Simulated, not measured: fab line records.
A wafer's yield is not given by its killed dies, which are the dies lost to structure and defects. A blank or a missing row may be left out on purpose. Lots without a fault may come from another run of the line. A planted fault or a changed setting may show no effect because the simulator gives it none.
Which tool was responsible? | flow n5Finfet | 12 lots, 36 wafers sampled, at 5 steps of a route of 1938

## WHAT EACH GAUGE READ, for each wafer
N5_BEOL_M2_THK_MEAS_01.
lot  | measured     | on           | M2_ILD_THK (nm)
L358 | day 7 04:32  | filmMetro-01 | 79.9 78.4 79.0
L360 | day 7 12:48  | filmMetro-01 | 77.2 77.5 78.4
L361 | day 7 15:27  | filmMetro-01 | 78.6 77.1 79.9
L363 | day 8 01:35  | filmMetro-01 | 76.7 78.0 78.5
L366 | day 8 21:38  | filmMetro-01 | 78.6 78.9 79.7
L369 | day 9 13:56  | filmMetro-01 | 78.8 77.0 78.7
L370 | day 9 16:13  | filmMetro-02 | 77.7 78.0 80.1
L368 | day 9 21:22  | filmMetro-02 | 77.6 78.1 79.2
L372 | day 10 14:01 | filmMetro-02 | 78.9 77.9 79.1
L373 | day 10 16:16 | filmMetro-01 | 79.5 79.2 79.8
L376 | day 11 14:10 | filmMetro-02 | 78.3 79.1 80.1
L380 | day 12 10:52 | filmMetro-01 | 78.0 76.6 78.4

N5_BEOL_M2_CD_MEAS_11: the cd target is 16.79 nm.
lot  | measured     | on       | cdNm (nm)
L358 | day 7 05:40  | cdSem-03 | 16.95 16.63 16.47
L360 | day 7 15:05  | cdSem-01 | 16.84 16.95 16.71
L361 | day 7 16:46  | cdSem-02 | 16.60 16.84 16.12
L363 | day 8 02:47  | cdSem-01 | 16.86 16.69 16.76
L366 | day 9 00:03  | cdSem-03 | 17.05 17.07 16.66
L369 | day 9 16:50  | cdSem-03 | 16.68 17.03 16.64
L370 | day 9 17:19  | cdSem-03 | 17.15 16.93 17.19
L368 | day 9 22:10  | cdSem-03 | 16.34 16.95 16.87
L372 | day 10 14:56 | cdSem-01 | 16.67 17.01 16.79
L373 | day 10 18:00 | cdSem-02 | 16.71 16.68 16.93
L376 | day 11 16:48 | cdSem-02 | 16.94 16.71 17.28
L380 | day 12 11:34 | cdSem-02 | 16.70 16.78 16.91

N5_BEOL_M4_RC_MEAS_101.
lot  | measured     | on        | DIBL_N (mV/V)  | DIBL_P (mV/V)  | IOFF_N (nA/um)    | IOFF_P (nA/um)    | ION_N (uA/um) | ION_P (uA/um) | SS_N (mV/dec)  | SS_P (mV/dec)  | VT_N (mV)   | VT_P (mV)
L358 | day 9 10:19  | prober-01 | 36.4 34.4 35.7 | 38.4 36.0 37.3 | 0.172 0.147 0.159 | 0.220 0.183 0.201 | 680 676 680   | 464 466 463   | 71.4 71.8 71.4 | 73.1 73.3 73.2 | 248 251 252 | -247.6 -254.1 -251.3
L360 | day 9 12:20  | prober-01 | 36.2 36.3 35.1 | 35.6 34.6 34.0 | 0.170 0.162 0.144 | 0.205 0.180 0.169 | 681 673 677   | 461 455 454   | 72.0 71.7 71.5 | 73.3 73.7 73.6 | 244 249 250 | -249.8 -252.2 -253.3
L361 | day 10 05:55 | prober-01 | 34.3 34.1 35.5 | 35.6 34.4 36.1 | 0.126 0.120 0.141 | 0.196 0.192 0.218 | 674 677 673   | 469 472 472   | 70.8 71.4 71.5 | 72.6 72.4 73.1 | 250 254 248 | -251.6 -249.2 -245.6
L363 | day 10 13:27 | prober-02 | 37.7 38.0 36.7 | 35.4 35.8 34.6 | 0.175 0.183 0.151 | 0.232 0.243 0.211 | 686 683 681   | 474 466 470   | 71.6 71.3 70.9 | 74.0 73.6 73.6 | 249 248 250 | -249.3 -246.3 -248.6
L366 | day 11 09:09 | prober-01 | 36.8 36.9 35.2 | 37.6 37.7 36.0 | 0.161 0.157 0.137 | 0.204 0.212 0.183 | 683 670 667   | 463 457 458   | 71.3 71.6 71.2 | 72.9 73.1 73.0 | 250 253 253 | -250.2 -247.6 -249.6
L369 | day 11 17:19 | prober-01 | 35.0 36.0 35.3 | 35.1 36.3 35.5 | 0.130 0.140 0.128 | 0.182 0.199 0.185 | 666 671 659   | 459 462 457   | 71.2 71.7 71.4 | 72.8 74.3 74.0 | 252 253 255 | -256.3 -251.6 -253.3
L370 | day 12 11:01 | prober-01 | 39.9 36.8 38.7 | 36.8 32.7 35.2 | 0.185 0.114 0.155 | 0.245 0.179 0.214 | 683 657 676   | 464 461 465   | 70.8 70.9 71.2 | 73.8 72.2 73.6 | 248 254 250 | -249.2 -251.9 -249.4
L368 | day 12 00:41 | prober-02 | 34.5 36.2 36.8 | 34.7 36.8 37.5 | 0.114 0.140 0.153 | 0.184 0.209 0.223 | 654 658 669   | 456 456 466   | 71.6 72.5 72.0 | 72.0 73.3 72.7 | 259 254 254 | -250.2 -248.9 -249.1
L372 | day 12 16:17 | prober-01 | 36.2 37.6 37.3 | 33.8 36.6 36.0 | 0.155 0.175 0.173 | 0.191 0.228 0.223 | 677 684 687   | 456 468 465   | 71.6 71.5 71.4 | 72.4 73.7 73.1 | 248 249 248 | -249.8 -247.9 -247.1
L373 | day 13 01:37 | prober-01 | 37.7 37.9 38.8 | 38.4 38.2 40.0 | 0.171 0.176 0.190 | 0.213 0.225 0.240 | 681 681 691   | 467 465 463   | 71.7 72.3 71.6 | 73.4 73.7 73.7 | 250 249 249 | -251.3 -249.6 -248.2
L376 | day 13 23:07 | prober-02 | 34.7 34.6 33.9 | 36.0 35.4 34.7 | 0.134 0.130 0.116 | 0.192 0.187 0.168 | 678 661 665   | 465 459 456   | 71.1 71.7 71.0 | 72.3 72.1 72.4 | 252 251 254 | -251.0 -251.1 -252.2
L380 | day 15 06:20 | prober-02 | 37.0 35.1 36.8 | 38.0 36.5 38.2 | 0.164 0.139 0.174 | 0.233 0.205 0.235 | 669 669 676   | 468 465 467   | 71.6 71.4 71.8 | 73.6 72.4 72.8 | 250 252 249 | -249.7 -248.6 -249.1

## EACH LOT AND THE TOOL THAT RAN IT (in order: tool; ch and the chambers of the sampled wafers; start)
lot  | N5_BEOL_M1_SPUTTER_96       | N5_BEOL_M2_COAT_05
L358 | pvdSputter-03, day 7 03:22  | lithoTrack-01 ch 0, day 7 05:16
L360 | pvdSputter-01, day 7 11:35  | lithoTrack-01 ch 0, day 7 14:49
L361 | pvdSputter-03, day 7 14:16  | lithoTrack-05 ch 0, day 7 16:30
L363 | pvdSputter-01, day 8 00:25  | lithoTrack-05 ch 0, day 8 02:30
L366 | pvdSputter-01, day 8 20:25  | lithoTrack-05 ch 0, day 8 23:47
L369 | pvdSputter-01, day 9 12:46  | lithoTrack-05 ch 0, day 9 16:27
L370 | pvdSputter-03, day 9 14:38  | lithoTrack-05 ch 0, day 9 17:02
L368 | pvdSputter-03, day 9 20:11  | lithoTrack-05 ch 0, day 9 21:55
L372 | pvdSputter-02, day 10 12:40 | lithoTrack-03 ch 0, day 10 14:40
L373 | pvdSputter-01, day 10 14:22 | lithoTrack-03 ch 0, day 10 17:37
L376 | pvdSputter-02, day 11 12:56 | lithoTrack-03 ch 0, day 11 16:32
L380 | pvdSputter-01, day 12 09:41 | lithoTrack-03 ch 0, day 12 11:18
- N5_BEOL_M1_SPUTTER_96: material Cu, target thk 4.5 nm, time 8.29 s.
- N5_BEOL_M2_COAT_05: resist thk 30 nm.

## WHAT THE TOOLS THEMSELVES READ (means of the sampled wafers that have a number; where no wafer has one, the mark that the record gives instead)
N5_BEOL_M1_SPUTTER_96.
lot  | tool          | throttleValvePct (%)
L358 | pvdSputter-03 | 30.1
L360 | pvdSputter-01 | 30.6
L361 | pvdSputter-03 | 31.9
L363 | pvdSputter-01 | 30.3
L366 | pvdSputter-01 | 30.6
L369 | pvdSputter-01 | 30.5
L370 | pvdSputter-03 | 31.3
L368 | pvdSputter-03 | 31.2
L372 | pvdSputter-02 | 29.6
L373 | pvdSputter-01 | 30.4
L376 | pvdSputter-02 | 29.3
L380 | pvdSputter-01 | 30.9

N5_BEOL_M2_COAT_05.
lot  | tool          | chillPlateTempC (C) | dispensePressureKPa (kPa) | spinSpeedRpm (rpm)
L358 | lithoTrack-01 | 22.95               | 53                        | 1500.2
L360 | lithoTrack-01 | 22.96               | 53                        | 1500.4
L361 | lithoTrack-05 | 22.84               | 44                        | 1499.2
L363 | lithoTrack-05 | 23.03               | 44                        | 1500.0
L366 | lithoTrack-05 | 23.07               | 44                        | 1499.3
L369 | lithoTrack-05 | 22.98               | 44                        | 1447.1
L370 | lithoTrack-05 | 22.95               | 44                        | 1446.5
L368 | lithoTrack-05 | 23.03               | 44                        | 1445.7
L372 | lithoTrack-03 | 22.84               | 45                        | 1499.5
L373 | lithoTrack-03 | 23.05               | 45                        | 1500.0
L376 | lithoTrack-03 | 23.18               | 45                        | 1499.2
L380 | lithoTrack-03 | 23.06               | 45                        | 1500.6

## THE ANSWER, worked out from the rows above alone
Rule: what is usual is taken from the lots themselves. Put in order of their means at a reading, lots are off if they are a third of the lots or fewer, leave a main group of 4 or more, and stand apart from it by a gap of 3 or more times the standard deviation of the main group's means; of several such gaps the widest counts. If all means in a main group match to the digits the tables above print for the reading, that group is not used. A lot without any number at a reading at which 4 lots or more have one is off too. The other lots that the step has rows for count as sound. The gauges are gone through in route order, then the tools' own readings, and for those a lot's mean is taken as printed above. The first step at which some lot is off is used, and at that step the reading that is off furthest; a lot without a number counts as furthest.
Off at N5_BEOL_M2_COAT_05 (spinSpeedRpm): L369, L370, L368. The main group: mean 1499.8 rpm, standard deviation 0.51.
If a tool, at that step or one of the process steps before it, ran each lot that is off and ran no sound lot following the first of them, it fits. One candidate fits, namely lithoTrack-05 at N5_BEOL_M2_COAT_05. A fault onset in the window from L366 (day 8 23:47, its last sound lot) to L369 (day 9 16:27, its first lot off) fits.
On the lots that are off, the tool's own readings at N5_BEOL_M2_COAT_05 differ by more than 5 times the standard deviation of the sound lots' means, which bears it out; spinSpeedRpm reads 1446.4 rpm there versus 1499.8 rpm on the sound lots.

## WHAT THE SIMULATOR HAD INSERTED
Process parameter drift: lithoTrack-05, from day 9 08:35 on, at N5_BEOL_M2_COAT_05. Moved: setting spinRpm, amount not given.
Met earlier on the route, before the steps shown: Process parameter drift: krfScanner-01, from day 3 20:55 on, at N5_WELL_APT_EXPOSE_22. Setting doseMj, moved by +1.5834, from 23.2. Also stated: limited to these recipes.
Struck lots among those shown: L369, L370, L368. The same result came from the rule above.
